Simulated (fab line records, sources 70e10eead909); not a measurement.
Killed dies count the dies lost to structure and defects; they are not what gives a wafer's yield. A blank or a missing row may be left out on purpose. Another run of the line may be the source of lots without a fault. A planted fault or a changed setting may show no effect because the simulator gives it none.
Chamber matching + flow nand harc + NHARC_P_CONTACT_CMP_01 on cmp-01: 4 sister chambers
The step polishes SiO2, target thk 200 nm. 8 wafers are shown with their chamber, then 8 later ones without.

== WAFERS, EACH WITH ITS CHAMBER ==
| wafer  | chamber | motor current A (A) |
|--------|---------|---------------------|
| L077.1 | 3       | 10.9                |
| L078.2 | 3       | 10.5                |
| L081.1 | 1       | 12.2                |
| L081.2 | 0       | 11.2                |
| L090.1 | 0       | 10.5                |
| L090.4 | 2       | 12.0                |
| L090.6 | 1       | 12.8                |
| L089.1 | 2       | 11.6                |

== WAFERS WITH NO CHAMBER GIVEN ==
| wafer  | motor current A (A) |
|--------|---------------------|
| L089.3 | 10.7                |
| L089.6 | 12.3                |
| L092.1 | 10.5                |
| L092.2 | 12.4                |
| L092.6 | 11.0                |
| L093.1 | 11.0                |
| L093.3 | 10.4                |
| L093.6 | 11.4                |

== THE CHAMBER EACH PASSED THROUGH ==
| wafer  | from the rows above               | in truth |
|--------|-----------------------------------|----------|
| L089.3 | can't be placed: 3 or 0           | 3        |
| L089.6 | can't be placed: 1 or 2           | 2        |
| L092.1 | can't be placed: 3 or 0           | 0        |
| L092.2 | can't be placed: 1 or 2           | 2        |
| L092.6 | can't be placed: 0 or 3 or 2      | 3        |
| L093.1 | can't be placed: 0 or 3 or 2      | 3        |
| L093.3 | can't be placed: 3 or 0           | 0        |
| L093.6 | can't be placed: 2 or 0 or 3 or 1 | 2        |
Placed correctly: 0 of 8. These rows do not allow placing 8 (true chamber among the candidates in 8). Number placed wrongly: 0.
How it was worked out, from the rows above alone: a wafer's distance from a chamber is the root of the sum, over the readings, of the square of ((its reading less the chamber's mean) divided by the reading's scatter). If the next closest chamber is less than 2 further off than the closest, the wafer can't be placed; otherwise it belongs to the closest. Each chamber's mean is taken over the wafers shown for it. The scatter is the square root of a quotient: the sum, over the shown wafers, of each reading's squared deviation from its chamber's mean, divided by wafers minus chambers.
